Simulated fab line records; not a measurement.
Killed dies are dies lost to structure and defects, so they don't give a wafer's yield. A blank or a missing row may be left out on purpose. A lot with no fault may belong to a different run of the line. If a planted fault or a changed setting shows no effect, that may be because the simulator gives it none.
fab line records	flow nand_harc
record: lots: 5	wafers: 15	last_day: 24
route steps=1159 shown A_WL_FILL@813 END@1159
lots that met no fault: taken from a fault-free run of the same line
start_h: hours from the record's opening day to when the first of the lot's shown wafers began	wait_h: hours elapsed since this lot's preceding step	" as in the row above	L1.1+2: a single row standing in for several wafers	- no value, or no start was given	* or withheld: withheld	< > ~ a bound
route shown NAME@n: names a module that has steps shown in the file, with the first one's number in the route	usual: the fault-free wafers' mean and standard deviation	same: alike in all rows	chamber/n: place in a boat	sites: readings site by site	_std_site: standard deviation of those values	_edge_site: the outer-site mean with the inner-site mean subtracted	radius_mm: how far each site lies from the wafer's centre	mask NAME#n: copy n	behind: the tool/chamber that last shaped the wafer	hold: why the lot was held/for how many hours/how that ended	device: which transistor (n, p or np) failed to switch	end of line: the tests these same wafers got at the end of their route	a step given without rows: its recipe and nothing more	killed: the dies lost at the first sort to structure and to defects; this is not the yield of the wafer	map: per-die view of a wafer (x killed, . not killed, _ where there is no die)
set.NAME: the run value of the setting; set.NAME@STEP: its run value at that earlier step	model.NAME: the simulator's own value behind a step, which no gauge read
a table for each step, a row for each wafer; lots at some steps of the route
services: a tool's chamber out of use, with start hour (start_h, from the record's first day; less than 0 if before it), hours out, and reason
== steps ==
step: NHARC_A_WL_FILL_CVD_03
recipe: target_thk_a: 400	temp_c: 300	pressure_torr: 40	wf6_flow_sccm: 40	h2_flow_sccm: 1600	ar_flow_sccm: 1560	time_s: 3302	material: W
step: NHARC_A_WL_FILL_ETCHBACK_04
recipe: target_depth_a: 600	time_s: 120	chemistry: NF3
usual: drypump_motor_current_A: 5.8/0.56	he_backside_leak_sccm: 3.35/0.26	oes_product_au: 1.002/0.0069	run_length_s: 141.5/0.4
lot.wafer	tool	chamber	start_h	wait_h	drypump_motor_current_A	he_backside_leak_sccm	oes_product_au	rf_hours_counter_h	run_length_s
L326.4	rie_metal-02	0	346.72	1.5	5.0	3.54	0.997	-	140.9
L326.3	"	1	"	"	5.7	3.38	0.998	-	141.3
L326.5	"	1	"	"	5.8	3.25	1.002	-	141.2
L329.1	rie_metal-01	1	359.39	2.4	5.5	3.46	1.003	0.7	141.1
L329.4	"	0	"	"	6.4	3.13	0.999	-	142.1
L329.6	"	1	"	"	5.5	3.42	1.005	-	141.3
L342.1	rie_metal-01	0	431.89	2.8	6.4	3.09	1.001	2.6	142.3
L342.4	"	1	"	"	5.5	3.18	1.008	-	141.1
L342.5	"	0	"	"	6.4	3.05	0.995	-	142.3
L345.1	rie_metal-02	0	460.16	2.4	5.0	3.75	0.995	1.9	141.1
L345.4	"	0	"	"	5.0	3.68	0.992	-	141.2
L345.3	"	1	"	"	5.8	3.38	1.000	-	141.6
L347.1	rie_metal-03	0	472.84	2.4	6.6	3.00	0.997	0.2	141.2
L347.2	"	1	"	"	5.3	3.63	1.007	0.2	141.3
L347.5	"	1	"	"	5.3	3.48	0.990	-	141.4
step: NHARC_A_WL_FILL_ETCHBACK_05
recipe: target_depth_a: 220	time_s: 60	temp_c: 40	chemistry: Cl2/BCl3
usual: drypump_motor_current_A: 5.8/0.56	he_backside_leak_sccm: 3.4/0.49	oes_product_au: 1.003/0.0074	run_length_s: 81.5/0.39
lot.wafer	tool	chamber	start_h	wait_h	drypump_motor_current_A	he_backside_leak_sccm	oes_product_au	rf_hours_counter_h	run_length_s
L326.4	rie_metal-02	0	346.92	0.2	5.0	3.7	1.011	-	81.3
L326.3	"	1	"	"	5.8	3.3	1.013	-	81.7
L326.5	"	1	"	"	5.7	3.6	1.003	-	81.2
L329.1	rie_metal-01	1	359.63	0.2	5.5	3.3	1.000	0.9	81.2
L329.4	"	0	"	"	6.4	3.1	1.002	-	82.1
L329.6	"	1	"	"	5.5	3.3	1.006	-	81.8
L342.1	rie_metal-01	1	432.15	0.2	5.5	3.3	1.019	2.7	81.6
L342.4	"	0	"	"	6.5	3.2	1.017	-	82.0
L342.5	"	1	"	"	5.5	3.4	1.021	-	81.1
L345.1	rie_metal-02	1	460.41	0.2	5.8	3.5	1.008	2.1	80.9
L345.3	"	0	"	"	5.0	3.8	1.003	-	80.9
L345.4	"	1	"	"	5.8	3.4	1.000	-	81.0
L347.2	rie_metal-03	0	473.08	0.2	6.6	3.1	0.996	0.4	81.3
L347.1	"	1	"	"	5.4	3.5	1.008	0.4	81.7
L347.5	"	0	"	"	6.5	3.1	0.998	-	81.1
step: NHARC_A_WL_FILL_STRIP_27
recipe: power_w: 1500	temp_c: 250	time_s: 20	chemistry: N2/H2
step: NHARC_A_WL_FILL_STRIP_28
recipe: time_s: 1200	temp_c: 72.5	chemistry: post_etch_residue_remover
step: NHARC_A_WL_FILL_PRECLEAN_06
recipe: time_s: 300	chemistry: DIW
step: NHARC_A_WL_FILL_SRD_07
step: NHARC_A_WL_FILL_ANNEAL_08
recipe: temp_c: 450	time_s: 1800
step: NHARC_A_WL_FILL_ALD_10
recipe: target_thk_a: 500	pulse_time_s: 10	ald_cycles: 500	temp_c: 300	material: SiO2
usual: heater_power_w: 490/67	precursor_pulse_height_rel: 1.001/0.021
same: ald_cycles: 500
lot.wafer	tool	chamber	start_h	wait_h	heater_power_w	precursor_pulse_height_rel
L326.3	ald_hk-04	2	352.81	0.6	546	0.997
L326.4	"	3	"	"	573	0.976
L326.5	"	2	354.88	2.6	547	1.004
L329.4	ald_hk-03	3	366.06	1.1	507	1.001
L329.1	"	0	"	"	493	0.987
L329.6	"	1	"	"	552	1.001
L342.4	ald_hk-01	0	438.95	1.4	468	1.022
L342.1	"	1	"	"	399	0.997
L342.5	"	2	"	"	553	1.023
L345.3	ald_hk-01	1	466.50	0.1	391	1.015
L345.1	"	3	467.54	1.1	474	1.002
L345.4	"	0	"	"	471	1.004
L347.2	ald_hk-01	2	478.52	0.1	552	1.006
L347.1	"	0	479.56	1.1	473	0.973
L347.5	"	3	481.13	2.7	475	1.009
step: NHARC_A_WL_FILL_ETCHBACK_16
recipe: target_depth_a: 880	time_s: 17.6	c4f8_flow_sccm: withheld	o2_flow_sccm: 8	ar_flow_sccm: withheld	rf_w: 600	bias_w: 800	chemistry: C4F8/O2/Ar
usual: bias_w: 800.0/2.3	oes_product_au: 0.985/0.029	rf_vpp_V: 726/3.4	run_length_s: 38.7/0.49
lot.wafer	tool	chamber	start_h	wait_h	bias_w	oes_product_au	rf_hours_counter_h	rf_vpp_V	run_length_s
L326.4	rie_diel-02	1	-	-	806.9	1.007	0.4	726	39.5
L326.3	"	2	"	"	804.8	0.997	0.4	726	38.6
L326.5	"	1	"	"	799.0	0.989	-	726	39.6
L329.1	rie_diel-03	2	-	-	798.8	0.999	8.8	726	38.5
L329.4	"	1	"	"	797.9	0.997	8.8	727	39.5
L329.6	"	3	"	"	801.2	0.993	-	729	37.8
L342.1	rie_diel-02	3	-	-	795.6	0.994	2.3	720	38.6
L342.4	"	2	"	"	800.9	0.993	2.4	726	39.1
L342.5	"	3	"	"	801.0	0.995	-	720	38.4
L345.3	rie_diel-13	3	-	-	799.6	0.990	0.5	730	38.6
L345.1	"	0	"	"	800.6	0.995	0.5	729	38.3
L345.4	"	3	"	"	798.7	0.994	-	730	38.6
L347.1	rie_diel-13	3	-	-	796.4	1.004	1.2	731	38.4
L347.2	"	0	"	"	801.5	0.999	1.2	730	38.4
L347.5	"	3	"	"	799.3	0.996	-	732	38.7
step: NHARC_A_WL_FILL_STRIP_29
recipe: time_s: 20	o2_flow_sccm: 500	ar_flow_sccm: 0	bias_w: 0	chemistry: O2
usual: drypump_motor_current_A: 6.1/0.35	oes_product_au: 1.000/0.0077	rf_vpp_V: 58.1/0.81	showerhead_plenum_p_Torr: 3.63/0.12	throttle_valve_pct: 17.037/0.0088
same: bias_w: 0
lot.wafer	tool	chamber	start_h	wait_h	drypump_motor_current_A	oes_product_au	rf_hours_counter_h	rf_vpp_V	showerhead_plenum_p_Torr	throttle_valve_pct
L326.4	rie_diel-02	3	357.07	0.1	6.6	0.993	0.3	57.0	3.41	17.038
L326.3	"	0	"	"	5.7	0.997	0.3	58.2	3.50	17.032
L326.5	"	1	"	"	6.1	0.993	-	56.9	3.64	17.029
L329.1	rie_diel-03	3	369.78	0.1	6.0	1.009	8.7	59.4	3.77	17.029
L329.4	"	0	"	"	5.7	0.999	7.5	58.6	3.51	17.041
L329.6	"	2	"	"	6.0	1.001	-	58.5	3.60	17.045
L342.1	rie_diel-02	1	442.67	0.1	6.1	1.002	2.5	57.5	3.64	17.039
L342.4	"	3	"	"	6.6	1.003	2.4	56.9	3.41	17.033
L342.5	"	0	"	"	5.7	0.999	-	57.1	3.50	17.036
L345.3	rie_diel-13	3	471.28	0.1	6.1	1.008	0.5	59.0	3.78	17.051
L345.1	"	0	"	"	6.8	0.998	0.5	57.7	3.74	17.036
L345.4	"	2	"	"	6.0	0.997	-	58.1	3.70	17.041
L347.1	rie_diel-13	2	483.32	0.1	6.1	0.992	0.8	58.8	3.70	17.044
L347.2	"	3	"	"	6.1	0.998	1.2	59.0	3.78	17.042
L347.5	"	2	"	"	6.1	0.990	-	57.2	3.70	17.034
step: NHARC_A_WL_FILL_ETCHBACK_17
recipe: target_depth_a: 40	time_s: 26.7	chemistry: Cl2/BCl3
usual: drypump_motor_current_A: 5.8/0.54	he_backside_leak_sccm: 3.34/0.22	oes_product_au: 1.004/0.0068	run_length_s: 48.2/0.4
lot.wafer	tool	chamber	start_h	wait_h	drypump_motor_current_A	he_backside_leak_sccm	oes_product_au	rf_hours_counter_h	run_length_s
L326.3	rie_metal-03	0	357.19	-	6.5	3.20	1.004	-	48.3
L326.4	"	1	"	"	5.4	3.45	1.004	-	48.2
L326.5	"	1	"	"	5.3	3.50	0.997	-	48.1
L329.1	rie_metal-02	0	369.87	-	5.0	3.55	1.014	4.9	47.7
L329.4	"	0	"	"	5.0	3.53	1.012	-	47.4
L329.6	"	0	"	"	5.0	3.47	1.011	-	47.6
L342.1	rie_metal-03	1	442.75	-	5.3	3.67	1.007	4.5	48.1
L342.4	"	0	"	"	6.5	3.04	1.016	-	41.9
L342.5	"	0	"	"	6.5	3.08	1.013	-	42.0
L345.1	rie_metal-01	1	471.39	-	5.5	3.77	0.997	3.7	47.9
L345.3	"	0	"	"	6.4	3.22	1.007	-	48.7
L345.4	"	1	"	"	5.5	3.48	1.009	-	48.3
L347.2	rie_metal-01	1	483.41	-	5.5	3.57	1.007	4.2	47.9
L347.1	"	0	"	"	6.4	3.13	0.997	4.2	48.8
L347.5	"	0	"	"	6.4	3.21	0.998	-	48.7
step: NHARC_A_WL_FILL_PRECLEAN_18
recipe: time_s: 30	chemistry: dHF
step: NHARC_END_SORT_01
recipe: temp_c: 25
usual: killed_at_array: 27/11	killed_at_other: 0.7/0.93	killed_at_periphery: 2.9/1.9	killed_dies: 30/11	killed_open: 3.1/1.7	killed_short: 1.9/1.3
same: gross_dies: 677
lot.wafer	tool	chamber	start_h	wait_h	killed_at_array	killed_at_other	killed_at_periphery	killed_dies	killed_open	killed_short
L326.3	prober-02	0	446.47	3.1	19	3	0	22	0	2
L326.4	prober-02	0	447.26	3.4	14	2	2	18	3	3
L326.5	prober-02	0	448.04	3.7	20	1	2	23	2	0
L329.1	prober-01	0	463.74	2.5	31	2	1	34	3	3
L329.4	prober-01	0	466.14	3.4	42	1	5	48	2	4
L329.6	prober-01	0	467.74	4.0	31	0	1	32	1	3
L342.1	prober-01	0	557.37	2.5	8	0	3	11	1	1
L342.4	prober-01	0	559.76	3.4	20	0	3	23	2	3
L342.5	prober-01	0	560.56	3.7	16	0	4	20	1	1
L345.1	prober-01	0	567.56	2.5	31	3	3	37	5	1
L345.3	prober-01	0	569.17	3.1	26	0	4	30	3	1
L345.4	prober-01	0	569.97	3.4	29	1	5	35	3	1
L347.1	prober-02	0	575.31	2.5	28	0	7	35	6	3
L347.2	prober-02	0	576.10	2.8	30	0	7	37	5	1
L347.5	prober-02	0	578.48	3.7	26	0	3	29	2	0
killed by level:class
L326.3 A_SLIT:chamber_film_flake=5 A_CONTACT:chamber_film_flake=4 A_CHANNEL_HOLE_D1:chamber_film_flake=3 A_STAIRCASE:chamber_film_flake=3 THIN_TSV:chamber_film_flake=3 A_SGD_CUT:geometric_particle:short=1 A_M1:geometric_particle:short=1 A_CHANNEL_FILL_D1:chamber_film_flake=1
L326.4 A_SLIT:chamber_film_flake=7 A_STAIRCASE:chamber_film_flake=2 P_STI:geometric_particle:short=1 P_GATE:geometric_particle:open=1 A_CHANNEL_FILL_D1:geometric_particle:open=1 A_BLC:geometric_particle:short=1 A_M1:geometric_particle:open=1 STARTING-WAFER:geometric_particle:short=1
L326.5 A_SLIT:chamber_film_flake=6 A_CHANNEL_HOLE_D1:chamber_film_flake=5 A_STAIRCASE:chamber_film_flake=5 P_M0:geometric_particle:open=1 A_BLC:geometric_particle:open=1 A_CHANNEL_FILL_D1:chamber_film_flake=1 P_ZERO_WELL:chamber_film_flake=1 A_M0:chamber_film_flake=1
L329.1 A_CHANNEL_HOLE_D1:chamber_film_flake=10 A_SLIT:chamber_film_flake=9 A_STAIRCASE:chamber_film_flake=3 A_ONON_D1:geometric_particle:short=2 A_ONON_D1:geometric_particle:open=2 THIN_TSV:chamber_film_flake=2 A_WL_FILL:chamber_film_flake=2 A_CHANNEL_FILL_D1:geometric_particle:short=1
L329.4 A_CHANNEL_HOLE_D1:chamber_film_flake=13 A_SLIT:chamber_film_flake=12 A_STAIRCASE:chamber_film_flake=10 A_CONTACT:chamber_film_flake=3 A_SGD_CUT:geometric_particle:short=2 P_M0:geometric_particle:short=1 P_M0:geometric_particle:open=1 A_CHANNEL_HOLE_D1:geometric_particle:short=1
L329.6 A_CHANNEL_HOLE_D1:chamber_film_flake=15 A_SLIT:chamber_film_flake=10 A_CONTACT:chamber_film_flake=2 P_STI:geometric_particle:short=1 A_CHANNEL_FILL_D1:geometric_particle:short=1 A_CHANNEL_FILL_D1:geometric_particle:open=1 A_CONTACT:geometric_particle:short=1 A_WL_FILL:chamber_film_flake=1
L342.1 A_CHANNEL_HOLE_D1:chamber_film_flake=4 P_M1:geometric_particle:open=1 A_CHANNEL_FILL_D1:geometric_particle:short=1 P_GATE:chamber_film_flake=1 P_M0:chamber_film_flake=1 A_ZERO_WELL:chamber_film_flake=1 A_SLIT:chamber_film_flake=1 A_CONTACT:chamber_film_flake=1
L342.4 A_CHANNEL_HOLE_D1:chamber_film_flake=11 A_CONTACT:chamber_film_flake=3 P_M0:chamber_film_flake=2 P_CONTACT:geometric_particle:short=1 A_ONON_D1:geometric_particle:open=1 A_SGD_CUT:geometric_particle:short=1 A_WL_FILL:geometric_particle:short=1 A_CONTACT:geometric_particle:open=1
L342.5 A_CHANNEL_HOLE_D1:chamber_film_flake=9 A_CONTACT:chamber_film_flake=3 P_GATE:chamber_film_flake=2 P_M1:geometric_particle:short=1 A_WL_FILL:geometric_particle:open=1 P_M0:chamber_film_flake=1 A_STAIRCASE:chamber_film_flake=1 A_SLIT:chamber_film_flake=1
L345.1 A_CHANNEL_HOLE_D1:chamber_film_flake=25 P_M0:geometric_particle:open=2 A_CHANNEL_FILL_D1:chamber_film_flake=2 THIN_TSV:chamber_film_flake=2 A_ONON_D1:geometric_particle:open=1 A_CHANNEL_FILL_D1:geometric_particle:open=1 A_SGD_CUT:geometric_particle:short=1 STARTING-WAFER:geometric_particle:open=1
L345.3 A_CHANNEL_HOLE_D1:chamber_film_flake=21 P_M0:geometric_particle:short=1 P_M0:geometric_particle:open=1 A_ONON_D1:geometric_particle:open=1 A_CHANNEL_FILL_D1:geometric_particle:open=1 P_STI:chamber_film_flake=1 P_BONDPAD:chamber_film_flake=1 A_CHANNEL_FILL_D1:chamber_film_flake=1
L345.4 A_CHANNEL_HOLE_D1:chamber_film_flake=20 P_STI:chamber_film_flake=4 A_CHANNEL_FILL_D1:chamber_film_flake=3 A_CHANNEL_FILL_D1:geometric_particle:open=2 A_WL_FILL:chamber_film_flake=2 A_CONTACT:chamber_film_flake=2 P_CONTACT:geometric_particle:short=1 STARTING-WAFER:geometric_particle:open=1
L347.1 A_SLIT:chamber_film_flake=14 A_CHANNEL_HOLE_D1:chamber_film_flake=5 P_GATE:chamber_film_flake=3 A_CONTACT:chamber_film_flake=3 A_WL_FILL:geometric_particle:open=2 P_CONTACT:geometric_particle:open=1 P_M0:geometric_particle:open=1 P_M1:geometric_particle:short=1
L347.2 A_SLIT:chamber_film_flake=17 A_CHANNEL_HOLE_D1:chamber_film_flake=6 P_GATE:chamber_film_flake=4 A_CONTACT:chamber_film_flake=3 P_M1:geometric_particle:open=2 A_BLC:geometric_particle:open=2 P_STI:geometric_particle:open=1 A_WL_FILL:geometric_particle:short=1
L347.5 A_SLIT:chamber_film_flake=13 A_CHANNEL_HOLE_D1:chamber_film_flake=5 A_BLC:geometric_particle:open=2 P_GATE:chamber_film_flake=2 A_CHANNEL_FILL_D1:chamber_film_flake=2 A_CONTACT:chamber_film_flake=2 P_STI:chamber_film_flake=1 A_ZERO_WELL:chamber_film_flake=1
== services ==
tool	chamber	start_h	hours	kind
ald_hk-03	-	325.57	10.0	pm
rie_diel-02	-	327.70	9.0	pm
rie_metal-01	-	332.00	9.0	pm
rie_metal-01	0	332.00	9.0	vent_cycle
rie_metal-01	1	332.00	9.0	vent_cycle
rie_metal-01	0	341.00	-	clean
rie_metal-01	1	341.00	-	clean
rie_metal-03	1	346.30	1.0	repair
rie_metal-03	-	359.36	0.3	repair
ald_hk-04	-	361.80	0.9	repair
rie_metal-02	-	388.00	9.0	pm
rie_metal-02	0	388.00	9.0	vent_cycle
rie_diel-03	-	392.30	9.0	pm
rie_metal-03	-	396.03	0.2	repair
rie_metal-01	-	396.60	0.2	repair
rie_metal-01	1	397.45	1.2	repair
ald_hk-01	-	406.00	10.0	pm
rie_diel-13	1	407.02	9.5	repair
rie_diel-13	1	452.23	32.5	repair
rie_diel-13	-	453.00	9.0	pm
rie_metal-03	-	453.00	9.0	pm
rie_metal-02	0	463.38	11.6	repair
ald_hk-01	-	470.58	0.6	repair
rie_metal-02	1	481.82	20.4	repair
== key ==
first_sign: step: NHARC_A_WL_FILL_ETCHBACK_17	reading: run_length_s	direction: down	sigmas: 15	usual: *	struck: *
effect none on later readings
met_at NHARC_A_WL_FILL_ETCHBACK_17
struck_wafers L342.4,L342.5
tester_left_out L342
onset_between 357.19 442.75
fault: kind: process_parameter_drift	tool: rie_metal-03	chamber: 0	onset_h: 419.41	steps: NHARC_A_WL_FILL_ETCHBACK_17	channel: time_s	offset: *	shape: step	end_h: 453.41	acts_in: *	stated: *
tester_left_out: of these lots the tester's yield and bins aren't shown, on N5 and GAA mostly nor the transistor test; their killed dies are dies lost to structure and defects alone, not to doping, threshold or leakage, so they don't give the yield
